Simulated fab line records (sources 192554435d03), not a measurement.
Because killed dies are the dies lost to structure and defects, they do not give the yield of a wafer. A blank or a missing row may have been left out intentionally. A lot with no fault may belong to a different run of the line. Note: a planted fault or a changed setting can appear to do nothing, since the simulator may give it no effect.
fab line records	flow n5Finfet
record lots=7	wafers=39
route steps=1938 shown BEOL_M5@1116 BEOL_M7@1329 BEOL_M9@1446 BEOL_M12@1649 MIM_TOP@1838
startH: start of the lot's first displayed wafer, in hours after the record's first day	waitH: time in hours since the lot's previous step	" repeats the value in the row above	L1.1+2: several wafers, shown together as one row	- no value, or no start given	* or withheld: withheld	< > ~ a bound
route shown NAME@n: a module of which the file shows steps, and the number in the route of the first	usual: the fault-free wafers' mean and standard deviation	same: alike in all rows	chamber/n: place in a boat	sites: per-site readings	_std_site: how widely they spread, as a standard deviation	_edge_site: inner sites' mean taken away from outer sites' mean	radiusMm: for every site, how far away it sits from the centre of the wafer	mask NAME#n: copy n	behind: the last tool/chamber to shape the wafer	hold: reason for holding the lot/hours on hold/outcome of the hold	device: the transistor (n, p or np) that didn't switch	end of line: the route-end tests of the same wafers	for a step that has no rows: nothing shown but its recipe	killed: dies that structure and defects cost at the first sort, which is not the same as the wafer's yield	map: a wafer's dies, x killed, . not, _ none there
set.NAME: the setting as run; set.NAME@STEP: as run at that earlier step	model.NAME: the simulator's own value behind a step, which no gauge read
one table per step and one row per wafer, for lots whose settings were changed on purpose
## steps
# step N5_BEOL_M5_HM_DEP_02
# recipe material=TiN	targetThkA=200	tempC=25	chamberPressurePa=0.49996
lot.wafer	tool	chamber	startH	waitH	set.targetThkA	model.TiN_of_BEOL_M5_HM_DEP_02.thkNm
L080.2	pvdSputter-02	-	205.19	3.1	200	20
L080.3	"	-	"	"	200	19.8
L080.4	"	-	"	"	200	19.6
L088.1	pvdSputter-02	-	248.21	0.0	200	20.2
L088.2	"	-	"	"	283	28.4
L088.3	"	-	"	"	200	20
L088.4	"	-	"	"	283	28.8
L088.5	"	-	"	"	283	28.6
L088.6	"	-	"	"	200	20.6
L086.1	pvdSputter-03	-	249.99	0.7	200	19.8
L086.2	"	-	"	"	158.7	16
L086.3	"	-	"	"	200	20
L086.4+6	"	-	"	"	158.7	15.8
L086.5	"	-	"	"	200	20.2
L090.1+2+5	pvdSputter-01	-	262.68	0.2	200	20.2
L090.3+4+6	"	-	"	"	168.5	17
L091.1	pvdSputter-01	-	268.66	1.3	200	20.2
L091.2+6	"	-	"	"	200	20
L091.3+5	"	-	"	"	136.9	13.8
L091.4	"	-	"	"	136.9	13.6
L094.1	pvdSputter-01	-	296.99	2.4	91.97	9.6
L094.2+4	"	-	"	"	200	20.4
L094.3	"	-	"	"	91.97	9.4
L094.5	"	-	"	"	91.97	9.8
L094.6	"	-	"	"	200	20.2
L097.1+4	pvdSputter-02	-	299.50	0.1	200	19.8
L097.2+3+5	"	-	"	"	288	28.8
L097.6	"	-	"	"	200	19.6
# step N5_BEOL_M5_COAT_59
# recipe resist=SOC	tempC=250	timeS=60	spinRpm=1500	resistThkNm=60
# step N5_BEOL_M5_COAT_60
# recipe resist=SiARC	tempC=220	timeS=60	spinRpm=1500	resistThkNm=12
# step N5_BEOL_M5_STRIP_73
# recipe chemistry=N2/H2	tempC=40	n2FlowSccm=200	h2FlowSccm=200	rfFrequencyHz=6e+07
# step N5_BEOL_M5_STRIP_64
# recipe chemistry=CF4	resist=SiARC	powerW=300	biasPowerW=75	pressureMtorr=50	cf4FlowSccm=150	rfFrequencyHz=6e+07
# step N5_BEOL_M5_HM_OPEN_17
# recipe chemistry=Cl2/BCl3	targetDepthA=200	overetchA=60	target=TiN	maskMaterial=SOC	ionEnergyEv=150	pressureMtorr=10	icpW=1000	biasW=126	Cl2_flow_sccm=53.25	bcl3FlowSccm=21.75	Ar_flow_sccm=25
lot.wafer	tool	chamber	startH	waitH	set.targetThkA@BEOL_M5_HM_DEP_02	model.etch.depthNm
L080.2	rieMetal-01	0	205.95	0.0	200	19.99
L080.3	"	1	"	"	200	19.82
L080.4	"	0	"	"	200	19.58
L088.1	rieMetal-02	1	249.08	0.0	200	20.19
L088.2	"	0	"	"	283	25.85
L088.3	"	1	"	"	200	20.01
L088.4	"	0	"	"	283	26
L088.5	"	1	"	"	283	27.55
L088.6	"	0	"	"	200	20.61
L086.1	rieMetal-02	0	251.27	0.0	200	19.85
L086.2	"	1	"	"	158.7	15.9
L086.3	"	1	"	"	200	20.07
L086.4	"	0	"	"	158.7	15.89
L086.5	"	0	"	"	200	20.11
L086.6	"	1	"	"	158.7	15.78
L090.1	rieMetal-03	1	263.67	0.0	200	20.2
L090.2+5	"	0,1	"	"	200	20.23
L090.3	"	1	"	"	168.5	17.05
L090.4	"	0	"	"	168.5	16.96
L090.6	"	0	"	"	168.5	17
L091.1	rieMetal-03	0	269.55	0.0	200	20.14
L091.2	"	1	"	"	200	20.07
L091.3	"	0	"	"	136.9	13.86
L091.4	"	1	"	"	136.9	13.62
L091.5	"	1	"	"	136.9	13.73
L091.6	"	0	"	"	200	19.97
L094.1	rieMetal-02	0	297.88	0.0	91.97	9.579
L094.2	"	1	"	"	200	20.49
L094.3	"	0	"	"	91.97	9.404
L094.4	"	1	"	"	200	20.33
L094.5	"	1	"	"	91.97	9.714
L094.6	"	0	"	"	200	20.25
L097.1	rieMetal-03	1	300.26	0.0	200	19.75
L097.2	"	0	"	"	288	25.86
L097.3	"	1	"	"	288	25.44
L097.4	"	0	"	"	200	19.79
L097.5	"	1	"	"	288	25.74
L097.6	"	0	"	"	200	19.68
# step N5_BEOL_M7_DEP_56
# recipe material=SiCN	targetThkA=100	tempC=withheld	precursor=3MS/NH3	pressureTorr=3	rfW=202	timeS=17.5
lot.wafer	tool	chamber	startH	waitH	set.targetThkA	model.SiCN_of_BEOL_M7_DEP_56.thkNm
L080.2	pecvd-02	2	231.81	0.0	100	9.8
L080.3+4	"	1,0	"	"	100	10.2
L088.1+3+4+5+6	pecvd-02	2,1,1,2,0	278.45	0.0	100	10
L088.2	"	0	"	"	100	10.2
L086.1+5	pecvd-02	1,2	278.73	0.0	126.5	12.6
L086.2+3	"	2,0	"	"	100	10
L086.4	"	1	"	"	126.5	13
L086.6	"	0	"	"	100	10.2
L090.1	pecvd-03	1	290.32	0.0	152.2	14.8
L090.2	"	2	"	"	100	9.8
L090.3	"	0	"	"	152.2	15
L090.4	"	0	"	"	152.2	15.4
L090.5+6	"	1,2	"	"	100	10
L091.1+2	pecvd-01	0,2	290.97	0.0	100	9.8
L091.3+4+5+6	"	1,1,2,0	"	"	100	10
L094.1	pecvd-02	1	318.99	0.0	141	14
L094.2+3	"	2,0	"	"	100	10
L094.4+5	"	0,1	"	"	141	14.2
L094.6	"	2	"	"	100	10.4
L097.1+2	pecvd-03	2,1	328.99	0.0	74.42	7.4
L097.3	"	0	"	"	74.42	7.6
L097.4	"	1	"	"	100	9.8
L097.5	"	2	"	"	100	10
L097.6	"	0	"	"	100	10.2
# step N5_BEOL_M9_TRENCH_ETCH_37
# recipe chemistry=C4F6/O2	targetDepthA=1514.3	target=SiCOH_lowk	timeS=49	ionEnergyEv=250	pressureMtorr=30	sourceW=345	biasW=185	Ar_flow_sccm=300	C4F6_flow_sccm=10	O2_flow_sccm=10
lot.wafer	tool	chamber	startH	waitH	set.timeS	model.etch.depthNm	model.BEOL_M9.featureDepthNm	model.TiN_of_BEOL_M9_HM_DEP_02.thkNm
L080.2	rieDiel-06	3	-	-	49	147.8	147.8	15.8
L080.3	"	2	"	"	49	147.5	147.4	15.8
L080.4	"	0	"	"	49	146.2	146.2	16
L088.1	rieDiel-02	0	-	-	49	152.3	152.4	16
L088.2	"	1	"	"	49	150.8	150.8	16
L088.3	"	3	"	"	23	70.59	70.6	18.2
L088.4	"	2	"	"	23	68.74	68.8	18
L088.5	"	0	"	"	23	71.72	71.8	18.2
L088.6	"	1	"	"	49	152	152	16
L086.1+6	rieDiel-02	0,3	-	-	49	153.4	153.4	15.4
L086.2	"	2	"	"	68.28	206.6	206.6	13.8
L086.3	"	1	"	"	68.28	213.7	213.6	13.6
L086.4	"	3	"	"	49	153.7	153.8	15.2
L086.5	"	0	"	"	68.28	214	214	13.4
L091.1	rieDiel-04	3	-	-	49	151.8	151.8	16.2
L091.2	"	1	"	"	71.68	217.9	217.8	14
L091.3	"	2	"	"	71.68	222.6	222.6	13.8
L091.4	"	0	"	"	71.68	221.1	221	14
L091.5	"	1	"	"	49	150.5	150.4	15.8
L091.6	"	0	"	"	49	150.3	150.4	16.2
L090.1	rieDiel-02	2	-	-	40.84	124.4	124.4	16.8
L090.2	"	3	"	"	49	151.7	151.6	15.8
L090.3	"	1	"	"	49	153.2	153.2	16
L090.4	"	0	"	"	40.84	128.4	128.4	16.6
L090.5	"	0	"	"	40.84	128.5	128.4	16.6
L090.6	"	1	"	"	49	152.7	152.6	16
L094.1	rieDiel-06	2	-	-	49	147.5	147.4	15.6
L094.2	"	3	"	"	49	146.2	146.2	15.8
L094.3	"	1	"	"	60.1	181.4	181.4	14.8
L094.4	"	0	"	"	60.1	179.9	179.8	14.8
L094.5	"	2	"	"	49	149	149	15.4
L094.6	"	1	"	"	60.1	182.5	182.6	14
L097.1	rieDiel-02	0	-	-	49	152.6	152.6	16
L097.2	"	1	"	"	59.38	182.8	182.8	15
L097.3	"	3	"	"	59.38	185.3	185.4	14.6
L097.4	"	2	"	"	59.38	178.3	178.2	14.8
L097.5	"	0	"	"	49	152	152	15.8
L097.6	"	1	"	"	49	151.2	151.2	15.8
# step N5_BEOL_M9_ETCH_41
# recipe chemistry=CH3F/O2	target=SiCN	targetDepthA=366	taperDeg=2	timeS=70.1	ionEnergyEv=120	maskMaterial=TiN	pressureMtorr=30	sourceW=395	biasW=75	Ar_flow_sccm=150	CH3F_flow_sccm=30	O2_flow_sccm=20
# step N5_BEOL_M9_STRIP_80
# recipe chemistry=N2/H2	timeS=10	powerW=450	tempC=40	pressureMtorr=20	rfFrequencyHz=6e+07	biasPowerW=7	n2FlowSccm=200	h2FlowSccm=200
# step N5_BEOL_M9_OCD_MEAS_38
# usual trenchDepthNm=150.8/2.3
lot.wafer	tool	chamber	startH	waitH	set.timeS@BEOL_M9_TRENCH_ETCH_37	trenchDepthNm
L080.2	ocd-01	-	245.19	-	49	147.6
L080.3	"	-	"	"	49	147.1
L080.4	"	-	"	"	49	145.7
L088.1	ocd-02	-	288.67	-	49	152.4
L088.2	"	-	"	"	49	150.8
L088.3	"	-	"	"	23	70.6
L088.4	"	-	"	"	23	69.1
L088.5	"	-	"	"	23	71.6
L088.6	"	-	"	"	49	152.4
L086.1	ocd-02	-	293.54	-	49	153.6
L086.2	"	-	"	"	68.28	206.7
L086.3	"	-	"	"	68.28	213.8
L086.4	"	-	"	"	49	153.9
L086.5	"	-	"	"	68.28	213.5
L086.6	"	-	"	"	49	153.6
L091.1	ocd-02	-	308.97	-	49	151.8
L091.2	"	-	"	"	71.68	218.2
L091.3	"	-	"	"	71.68	222.5
L091.4	"	-	"	"	71.68	220.8
L091.5	"	-	"	"	49	150.6
L091.6	"	-	"	"	49	150.6
L090.1	ocd-02	-	309.29	-	40.84	124.9
L090.2	"	-	"	"	49	151.9
L090.3	"	-	"	"	49	153.5
L090.4	"	-	"	"	40.84	127.9
L090.5	"	-	"	"	40.84	128.7
L090.6	"	-	"	"	49	152.1
L094.1	ocd-01	-	334.01	-	49	147.4
L094.2	"	-	"	"	49	146.2
L094.3	"	-	"	"	60.1	181.3
L094.4	"	-	"	"	60.1	179.6
L094.5	"	-	"	"	49	149.6
L094.6	"	-	"	"	60.1	182.2
L097.1	ocd-02	-	344.61	-	49	152.4
L097.2	"	-	"	"	59.38	182.5
L097.3	"	-	"	"	59.38	185.4
L097.4	"	-	"	"	59.38	178.0
L097.5	"	-	"	"	49	152.1
L097.6	"	-	"	"	49	151.1
# step N5_BEOL_M9_HM_STRIP_39
# recipe chemistry=peroxideTinStrip	material=TiN	targetDepthA=250	tempC=50	timeS=158
# step N5_BEOL_M9_SRD_40
# recipe timeS=30	tempC=23	rinseLiquid=diw	dry=ipaMarangoni
# step N5_BEOL_M9_ECD_50
# recipe material=Cu	targetThkA=3180
# step N5_BEOL_M9_ANNEAL_51
# recipe tempC=225	timeS=90	ambient=N2
# step N5_BEOL_M9_CMP_52
# recipe stopOn=SiCOH_lowk	tOverpolishS=7	downForcePsi=1	platenRpm=50	clearingPlatenDownForcePsi=1.5	clearingPlatenRpm=50	postCmpClean=cuAlkaline	targetThkNm=140	clearingPlatenPadVelocityMS=0.99484	padVelocityMS=0.99484
lot.wafer	tool	chamber	startH	waitH	set.timeS@BEOL_M9_TRENCH_ETCH_37	model.Cu_of_BEOL_M9_ECD_50.thkNm
L080.3	cmp-03	2	248.06	0.3	49	134.6
L080.4	"	3	"	"	49	134.8
L080.2	"	1	"	"	49	136.6
L088.1+6	cmp-04	0,1	290.76	0.3	49	142.4
L088.2	"	1	"	"	49	141.2
L088.3	"	2	"	"	23	60.4
L088.4	"	3	"	"	23	58.4
L088.5	"	0	"	"	23	61.2
L086.1	cmp-03	2	295.44	0.3	49	140.2
L086.3	"	3	"	"	68.28	201.8
L086.4	"	0	"	"	49	141.8
L086.2	"	1	"	"	68.28	196
L086.6	"	2	"	"	49	141.6
L086.5	"	3	"	"	68.28	201.6
L091.2	cmp-03	3	310.70	0.2	71.68	207
L091.4	"	0	"	"	71.68	210.2
L091.1	"	1	"	"	49	141.4
L091.3	"	2	"	"	71.68	210.6
L091.5	"	3	"	"	49	139
L091.6	"	0	"	"	49	138.4
L090.1	cmp-03	3	311.52	0.3	40.84	112
L090.2	"	0	"	"	49	138.4
L090.4	"	1	"	"	40.84	116.4
L090.3	"	2	"	"	49	139
L090.5	"	3	"	"	40.84	116.6
L090.6	"	0	"	"	49	140.8
L094.3	cmp-03	2	336.05	0.2	60.1	168.6
L094.2	"	3	"	"	49	133.2
L094.1	"	0	"	"	49	135.2
L094.4	"	1	"	"	60.1	168.4
L094.6	"	2	"	"	60.1	170.6
L094.5	"	3	"	"	49	136.8
L097.3	cmp-02	1	347.38	0.3	59.38	175
L097.2	"	2	"	"	59.38	171.4
L097.4	"	3	"	"	59.38	167.6
L097.1+5	"	0,1	"	"	49	141.4
L097.6	"	2	"	"	49	139.6
# step N5_BEOL_M9_THK_MEAS_53
# recipe thkMeasGauge=xrf	reads=Cu_of_BEOL_M9_ECD_50
# usual M9_THK=139.2/2.7
lot.wafer	tool	chamber	startH	waitH	set.timeS@BEOL_M9_TRENCH_ETCH_37	M9_THK[nm]
L080.2	filmMetro-01	-	248.36	-	49	136.5
L080.3	"	-	"	"	49	134.4
L080.4	"	-	"	"	49	134.7
L088.1	filmMetro-01	-	291.06	-	49	142.1
L088.2	"	-	"	"	49	141.1
L088.3	"	-	"	"	23	60.3
L088.4	"	-	"	"	23	58.2
L088.5	"	-	"	"	23	61.3
L088.6	"	-	"	"	49	142.2
L086.1	filmMetro-02	-	295.73	-	49	138.9
L086.2	"	-	"	"	68.28	195.1
L086.3	"	-	"	"	68.28	201.5
L086.4	"	-	"	"	49	140.9
L086.5	"	-	"	"	68.28	201.2
L086.6	"	-	"	"	49	141.3
L091.1	filmMetro-02	-	311.00	-	49	141.6
L091.2	"	-	"	"	71.68	207.3
L091.3	"	-	"	"	71.68	210.3
L091.4	"	-	"	"	71.68	211.1
L091.5	"	-	"	"	49	139.0
L091.6	"	-	"	"	49	138.2
L090.1	filmMetro-02	-	311.82	-	40.84	111.7
L090.2	"	-	"	"	49	137.9
L090.3	"	-	"	"	49	138.3
L090.4	"	-	"	"	40.84	115.6
L090.5	"	-	"	"	40.84	116.3
L090.6	"	-	"	"	49	139.6
L094.1	filmMetro-02	-	336.34	-	49	134.6
L094.2	"	-	"	"	49	133.0
L094.3	"	-	"	"	60.1	168.4
L094.4	"	-	"	"	60.1	169.1
L094.5	"	-	"	"	49	137.3
L094.6	"	-	"	"	60.1	171.0
L097.1	filmMetro-02	-	347.67	-	49	142.6
L097.2	"	-	"	"	59.38	172.3
L097.3	"	-	"	"	59.38	176.0
L097.4	"	-	"	"	59.38	168.4
L097.5	"	-	"	"	49	142.3
L097.6	"	-	"	"	49	139.4
# step N5_BEOL_M9_PRE_CLEAN_55
# recipe gas=NH3	timeS=15	tempC=withheld	rfPowerW=300
# step N5_BEOL_M9_DEP_56
# recipe material=SiCN	targetThkA=150	tempC=withheld	precursor=3MS/NH3	pressureTorr=3	rfW=202	timeS=26.5
# step N5_BEOL_M9_RS_MEAS_57
# recipe thkMeasGauge=four-point-probe	reads=Cu_of_BEOL_M9_ECD_50+Co_of_BEOL_M9_CVD_78+TaN_of_BEOL_M9_ALD_74
# usual M9_RS=0.151/0.0032
lot.wafer	tool	chamber	startH	waitH	set.timeS@BEOL_M9_TRENCH_ETCH_37	M9_RS[ohm/sq]
L080.2	filmMetro-02	-	248.49	0.1	49	0.155
L080.3	"	-	"	"	49	0.157
L080.4	"	-	"	"	49	0.157
L088.1	filmMetro-01	-	291.19	0.1	49	0.148
L088.2	"	-	"	"	49	0.149
L088.3	"	-	"	"	23	0.397
L088.4	"	-	"	"	23	0.415
L088.5	"	-	"	"	23	0.392
L088.6	"	-	"	"	49	0.148
L086.1	filmMetro-02	-	295.87	0.1	49	0.150
L086.2	"	-	"	"	68.28	0.105
L086.3	"	-	"	"	68.28	0.101
L086.4	"	-	"	"	49	0.149
L086.5	"	-	"	"	68.28	0.102
L086.6	"	-	"	"	49	0.149
L091.1	filmMetro-02	-	311.14	0.1	49	0.149
L091.2	"	-	"	"	71.68	0.098
L091.3	"	-	"	"	71.68	0.097
L091.4	"	-	"	"	71.68	0.097
L091.5	"	-	"	"	49	0.152
L091.6	"	-	"	"	49	0.152
L090.1	filmMetro-02	-	311.96	0.1	40.84	0.194
L090.2	"	-	"	"	49	0.152
L090.3	"	-	"	"	49	0.152
L090.4	"	-	"	"	40.84	0.185
L090.5	"	-	"	"	40.84	0.184
L090.6	"	-	"	"	49	0.150
L094.1	filmMetro-01	-	336.48	0.1	49	0.157
L094.2	"	-	"	"	49	0.159
L094.3	"	-	"	"	60.1	0.123
L094.4	"	-	"	"	60.1	0.123
L094.5	"	-	"	"	49	0.155
L094.6	"	-	"	"	60.1	0.121
L097.1	filmMetro-02	-	347.81	0.1	49	0.149
L097.2	"	-	"	"	59.38	0.121
L097.3	"	-	"	"	59.38	0.118
L097.4	"	-	"	"	59.38	0.124
L097.5	"	-	"	"	49	0.149
L097.6	"	-	"	"	49	0.151
# step N5_BEOL_M12_SPUTTER_44
# recipe material=Ta	targetThkA=100	tempC=50	biasV=80	powerW=15000	chamberPressurePa=0.07	timeS=16.13
lot.wafer	tool	chamber	startH	waitH	set.timeS	model.Ta_of_BEOL_M12_SPUTTER_44.thkNm
L080.2+3+4	pvdSputter-01	-	270.76	0.0	16.13	10
L088.1+4	pvdSputter-01	-	313.36	0.0	13.28	8.2
L088.2	"	-	"	"	16.13	10.2
L088.3+5	"	-	"	"	16.13	10
L088.6	"	-	"	"	13.28	8.4
L086.1+2	pvdSputter-01	-	318.10	0.0	16.13	10.2
L086.3+4+5	"	-	"	"	12.75	8
L086.6	"	-	"	"	16.13	10
L090.1+4+6	pvdSputter-01	-	331.66	0.0	6.989	4.6
L090.2	"	-	"	"	16.13	10
L090.3+5	"	-	"	"	16.13	10.2
L091.1+3	pvdSputter-03	-	334.46	0.0	16.13	10.2
L091.2+6	"	-	"	"	22.24	14
L091.4	"	-	"	"	16.13	10
L091.5	"	-	"	"	22.24	13.8
L094.1+6	pvdSputter-02	-	356.35	0.0	16.13	10
L094.2+5	"	-	"	"	23.74	14.8
L094.3	"	-	"	"	16.13	10.2
L094.4	"	-	"	"	23.74	14.6
L097.1	pvdSputter-01	-	371.55	0.0	16.13	9.8
L097.2+6	"	-	"	"	24.18	14.8
L097.3	"	-	"	"	24.18	15
L097.4+5	"	-	"	"	16.13	10
# step N5_BEOL_M12_SPUTTER_45
# recipe material=Cu	targetThkA=800	tempC=-20	biasV=60	powerW=26000	chamberPressurePa=0.13	timeS=13.33
# step N5_BEOL_M12_ECD_47
# recipe material=Cu	targetThkA=7200
# step N5_BEOL_M12_ANNEAL_48
# recipe tempC=225	timeS=90	ambient=N2
# step N5_BEOL_M12_CMP_49
# recipe stopOn=SiOC	tOverpolishS=20.6	downForcePsi=1	platenRpm=50	clearingPlatenDownForcePsi=1.5	clearingPlatenRpm=50	postCmpClean=cuAlkaline	targetThkNm=320	clearingPlatenPadVelocityMS=0.99484	padVelocityMS=0.99484
# usual barrierFieldEndpointS=30.6/0.72
lot.wafer	tool	chamber	startH	waitH	set.timeS@BEOL_M12_SPUTTER_44	barrierFieldEndpointS
L080.4	cmp-01	2	271.56	0.1	16.13	30.6
L080.2	"	0	"	"	16.13	30.9
L080.3	"	1	"	"	16.13	30.5
L088.3	cmp-01	2	313.99	0.2	16.13	29.6
L088.4	"	3	"	"	13.28	28.0
L088.1	"	0	"	"	13.28	28.0
L088.2	"	1	"	"	16.13	31.3
L088.5	"	2	"	"	16.13	30.2
L088.6	"	3	"	"	13.28	27.8
L086.1	cmp-04	3	318.76	0.3	16.13	31.3
L086.3	"	0	"	"	12.75	28.9
L086.2	"	1	"	"	16.13	32.3
L086.4	"	2	"	"	12.75	28.4
L086.6	"	3	"	"	16.13	31.7
L086.5	"	0	"	"	12.75	28.4
L090.2	cmp-03	3	332.31	0.2	16.13	31.1
L090.4	"	0	"	"	6.989	24.0
L090.1	"	1	"	"	6.989	24.9
L090.3	"	2	"	"	16.13	30.8
L090.5	"	3	"	"	16.13	31.1
L090.6	"	0	"	"	6.989	24.6
L091.2	cmp-01	0	335.10	0.2	22.24	35.2
L091.4	"	1	"	"	16.13	30.1
L091.1	"	2	"	"	16.13	30.3
L091.3	"	3	"	"	16.13	30.2
L091.6	"	0	"	"	22.24	35.5
L091.5	"	1	"	"	22.24	34.7
L094.4	cmp-03	0	356.99	0.1	23.74	34.7
L094.2	"	1	"	"	23.74	35.5
L094.3	"	2	"	"	16.13	29.4
L094.1	"	3	"	"	16.13	29.4
L094.5	"	0	"	"	23.74	35.2
L094.6	"	1	"	"	16.13	30.3
L097.2	cmp-04	2	372.19	0.2	24.18	35.9
L097.3	"	3	"	"	24.18	37.2
L097.1	"	0	"	"	16.13	30.6
L097.4	"	1	"	"	16.13	30.5
L097.5	"	2	"	"	16.13	30.7
L097.6	"	3	"	"	24.18	36.3
# step N5_MIM_TOP_SPUTTER_03
# recipe material=TiN	targetThkA=350	tempC=200	powerW=3000	chamberPressurePa=0.49996	gas=Ar	reactivePartialPa=0.37997	timeS=89.7
lot.wafer	tool	chamber	startH	waitH	set.targetThkA	model.TiN_of_MIM_TOP_SPUTTER_03.thkNm
L080.2+3	pvdSputter-01	-	294.83	0.0	350	35.6
L080.4	"	-	"	"	350	35.4
L088.1	pvdSputter-03	-	332.00	0.0	503.5	49.6
L088.2+3	"	-	"	"	503.5	50.2
L088.4	"	-	"	"	350	34.8
L088.5	"	-	"	"	350	35.2
L088.6	"	-	"	"	350	34.6
L086.1	pvdSputter-03	-	339.90	0.0	350	35.4
L086.2+6	"	-	"	"	291.9	29.4
L086.3	"	-	"	"	350	35.2
L086.4	"	-	"	"	350	35
L086.5	"	-	"	"	291.9	29.2
L090.1+5	pvdSputter-02	-	356.55	0.0	350	34.8
L090.2	"	-	"	"	171.7	17.4
L090.3	"	-	"	"	350	35.2
L090.4	"	-	"	"	171.7	17.2
L090.6	"	-	"	"	171.7	16.8
L091.1+3	pvdSputter-02	-	356.67	0.0	350	34.6
L091.2+6	"	-	"	"	506.6	50.2
L091.4	"	-	"	"	506.6	50.4
L091.5	"	-	"	"	350	34.4
L094.1+2	pvdSputter-01	-	383.72	0.0	350	35.6
L094.3	"	-	"	"	528.1	53.6
L094.4	"	-	"	"	350	35.4
L094.5	"	-	"	"	528.1	53.4
L094.6	"	-	"	"	528.1	53.2
L097.1+3	pvdSputter-01	-	391.76	0.0	431.1	43
L097.2+4	"	-	"	"	350	35
L097.5	"	-	"	"	350	34.8
L097.6	"	-	"	"	431.1	43.2
## key
split step=N5_BEOL_M5_HM_DEP_02	setting=targetThkA	stated=200	by=wafer
response step=N5_BEOL_M5_HM_DEP_02	reading=model.TiN_of_BEOL_M5_HM_DEP_02.thkNm	change=+0.201	per=1%	r=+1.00
response step=N5_BEOL_M5_HM_OPEN_17	reading=model.etch.depthNm	change=+0.174	per=1%	r=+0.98
split step=N5_BEOL_M7_DEP_56	setting=targetThkA	stated=100	by=wafer
response step=N5_BEOL_M7_DEP_56	reading=model.SiCN_of_BEOL_M7_DEP_56.thkNm	change=+0.0985	per=1%	r=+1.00
split step=N5_BEOL_M9_TRENCH_ETCH_37	setting=timeS	stated=49	by=wafer
response step=N5_BEOL_M9_TRENCH_ETCH_37	reading=model.etch.depthNm	change=+1.5	per=1%	r=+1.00
response step=N5_BEOL_M9_TRENCH_ETCH_37	reading=model.BEOL_M9.featureDepthNm	change=+1.5	per=1%	r=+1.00
response step=N5_BEOL_M9_TRENCH_ETCH_37	reading=model.TiN_of_BEOL_M9_HM_DEP_02.thkNm	change=-0.0438	per=1%	r=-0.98
response step=N5_BEOL_M9_OCD_MEAS_38	reading=trenchDepthNm	change=+1.5	per=1%	r=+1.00
response step=N5_BEOL_M9_CMP_52	reading=model.Cu_of_BEOL_M9_ECD_50.thkNm	change=+1.51	per=1%	r=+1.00
response step=N5_BEOL_M9_THK_MEAS_53	reading=M9_THK	change=+1.52	per=1%	r=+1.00
response step=N5_BEOL_M9_RS_MEAS_57	reading=M9_RS	shape=bent	atLowest=0.401	atStated=0.152	atHighest=0.097
split step=N5_BEOL_M12_SPUTTER_44	setting=timeS	stated=16.13	by=wafer
response step=N5_BEOL_M12_SPUTTER_44	reading=model.Ta_of_BEOL_M12_SPUTTER_44.thkNm	change=+0.0989	per=1%	r=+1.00
response step=N5_BEOL_M12_CMP_49	reading=barrierFieldEndpointS	change=+0.12	per=1%	r=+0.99
split step=N5_MIM_TOP_SPUTTER_03	setting=targetThkA	stated=350	by=wafer
response step=N5_MIM_TOP_SPUTTER_03	reading=model.TiN_of_MIM_TOP_SPUTTER_03.thkNm	change=+0.35	per=1%	r=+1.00
